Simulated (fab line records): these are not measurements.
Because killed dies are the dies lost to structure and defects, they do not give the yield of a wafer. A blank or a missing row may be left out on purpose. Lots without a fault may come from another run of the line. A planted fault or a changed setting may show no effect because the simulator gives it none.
Chamber matching || flow nand_harc || pecvd-02 running NHARC_A_M1_DEP_33: 3 sister chambers
The step deposits SiCN, target thk 30 nm. 6 wafers are shown with their chamber, then 9 later ones without.

WAFERS, EACH WITH ITS CHAMBER
{"wafer": "L083.2", "chamber": 0, "showerhead_vpp_V (V)": 1212, "heater_power_w (W)": 629}
{"wafer": "L086.2", "chamber": 2, "showerhead_vpp_V (V)": 1412, "heater_power_w (W)": 400}
{"wafer": "L086.3", "chamber": 0, "showerhead_vpp_V (V)": 1226, "heater_power_w (W)": 587}
{"wafer": "L089.1", "chamber": 2, "showerhead_vpp_V (V)": 1417, "heater_power_w (W)": 418}
{"wafer": "L089.3", "chamber": 1, "showerhead_vpp_V (V)": 1323, "heater_power_w (W)": 503}
{"wafer": "L089.4", "chamber": 1, "showerhead_vpp_V (V)": 1330, "heater_power_w (W)": 502}

WAFERS MISSING THEIR CHAMBER
{"wafer": "L088.4", "showerhead_vpp_V (V)": 1209, "heater_power_w (W)": 629}
{"wafer": "L088.5", "showerhead_vpp_V (V)": 1420, "heater_power_w (W)": 394}
{"wafer": "L088.6", "showerhead_vpp_V (V)": 1303, "heater_power_w (W)": 471}
{"wafer": "L090.2", "showerhead_vpp_V (V)": 1445, "heater_power_w (W)": 374}
{"wafer": "L090.3", "showerhead_vpp_V (V)": 1317, "heater_power_w (W)": 534}
{"wafer": "L090.6", "showerhead_vpp_V (V)": 1422, "heater_power_w (W)": 374}
{"wafer": "L093.2", "showerhead_vpp_V (V)": 1446, "heater_power_w (W)": 416}
{"wafer": "L093.3", "showerhead_vpp_V (V)": 1212, "heater_power_w (W)": 533}
{"wafer": "L093.5", "showerhead_vpp_V (V)": 1327, "heater_power_w (W)": 443}

WHICH CHAMBER EACH ONE RAN IN
{"wafer": "L088.4", "from the rows above": 0, "in truth": 0}
{"wafer": "L088.5", "from the rows above": 2, "in truth": 2}
{"wafer": "L088.6", "from the rows above": 1, "in truth": 1}
{"wafer": "L090.2", "from the rows above": 2, "in truth": 2}
{"wafer": "L090.3", "from the rows above": 1, "in truth": 1}
{"wafer": "L090.6", "from the rows above": 2, "in truth": 2}
{"wafer": "L093.2", "from the rows above": 2, "in truth": 2}
{"wafer": "L093.3", "from the rows above": 0, "in truth": 0}
{"wafer": "L093.5", "from the rows above": 1, "in truth": 1}
Placed correctly: 9 of 9. From these rows, 0 cannot be placed. Placed wrongly: 0.
How it was worked out, from the rows above alone: a wafer's distance from a chamber is the root of the sum, over the readings, of the square of ((its reading less the chamber's mean) divided by the reading's scatter). If the next closest chamber is less than 2 further off than the closest, the wafer can't be placed; otherwise it belongs to the closest. Each chamber's mean is taken over the wafers shown for it. The scatter: take each reading less its chamber's mean, square it, sum over the shown wafers, divide by the number of wafers less the number of chambers, and take the root.
